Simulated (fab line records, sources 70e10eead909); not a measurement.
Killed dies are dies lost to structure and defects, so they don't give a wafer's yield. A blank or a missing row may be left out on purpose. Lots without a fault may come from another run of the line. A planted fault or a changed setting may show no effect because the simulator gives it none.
One fault seen from 2 desks | flow nand_harc | each desk has only its own numbers; what lay behind them comes last

THE METROLOGY DESK
What the gauges read, lot by lot, whatever tool the lot ran on: means of the sampled wafers that have a number. A lot is out of limits, marked OUT, if its mean lies more than 4 standard deviations from the usual mean; the brackets give that distance.
Columns: A = thk_nm at NHARC_A_BONDPAD_THK_MEAS_20, usual 169.4 nm
lot  | first seen here | A
L392 | day 18 17:01    | 170.7
L396 | day 19 08:30    | 168.1
L395 | day 20 00:36    | 168.4
L398 | day 20 11:50    | 170.6
L400 | day 20 12:27    | 169.7
L397 | day 20 14:59    | 169.5
L402 | day 20 16:04    | 168.7
L404 | day 21 01:13    | 170.7
L403 | day 21 01:49    | 169.7
L407 | day 22 02:19    | 171.3
L406 | day 22 13:08    | 169.8
L408 | day 22 16:48    | 168.9
L415 | day 23 22:49    | 169.8
This desk's finding: nothing out of limits on any of the 13 lots.

THE TOOL OWNER'S DESK: rie_diel-12
The tool's own readings at NHARC_A_CONTACT_STRIP_55 (strips in O2): means of the sampled wafers that have a number, for each lot that ran on this tool. A lot is out of limits, marked OUT, if its mean lies more than 4 standard deviations from the usual mean; the brackets give that distance.
Columns: A = drypump_motor_current_A at NHARC_A_CONTACT_STRIP_55, usual 5.8 A; B = oes_product_au at NHARC_A_CONTACT_STRIP_55, usual 1.002 a.u.; C = rf_vpp_V at NHARC_A_CONTACT_STRIP_55, usual 57.9 V; D = showerhead_plenum_p_Torr at NHARC_A_CONTACT_STRIP_55, usual 3.60 Torr; E = throttle_valve_pct at NHARC_A_CONTACT_STRIP_55, usual 17.036 %
lot  | first seen here | A   | B     | C    | D    | E
L392 | day 16 12:37    | 5.3 | 1.000 | 57.8 | 3.62 | 17.035
L396 | day 17 20:20    | 6.0 | 1.004 | 58.0 | 3.66 | 17.043
L395 | day 18 02:46    | 5.6 | 1.003 | 58.6 | 3.70 | 17.042
L398 | day 18 10:02    | 5.6 | 1.005 | 58.1 | 3.60 | 17.033
L400 | day 18 16:01    | 6.0 | 1.000 | 57.5 | 3.62 | 17.026
L402 | day 19 03:54    | 5.7 | 1.003 | 58.2 | 3.63 | 17.034
L407 | day 20 03:53    | 5.7 | 1.003 | 58.0 | 3.63 | 17.035
L406 | day 20 20:58    | 5.6 | 1.006 | 57.4 | 3.63 | 17.035
L408 | day 21 00:20    | 6.0 | 1.007 | 57.7 | 3.62 | 17.028
This desk's finding: nothing out of limits on any of the 9 lots.

PUT TOGETHER
The metrology desk saw nothing out of limits.
The tool owner's desk saw nothing out of limits.

WHAT THE SIMULATOR HAD PUT IN
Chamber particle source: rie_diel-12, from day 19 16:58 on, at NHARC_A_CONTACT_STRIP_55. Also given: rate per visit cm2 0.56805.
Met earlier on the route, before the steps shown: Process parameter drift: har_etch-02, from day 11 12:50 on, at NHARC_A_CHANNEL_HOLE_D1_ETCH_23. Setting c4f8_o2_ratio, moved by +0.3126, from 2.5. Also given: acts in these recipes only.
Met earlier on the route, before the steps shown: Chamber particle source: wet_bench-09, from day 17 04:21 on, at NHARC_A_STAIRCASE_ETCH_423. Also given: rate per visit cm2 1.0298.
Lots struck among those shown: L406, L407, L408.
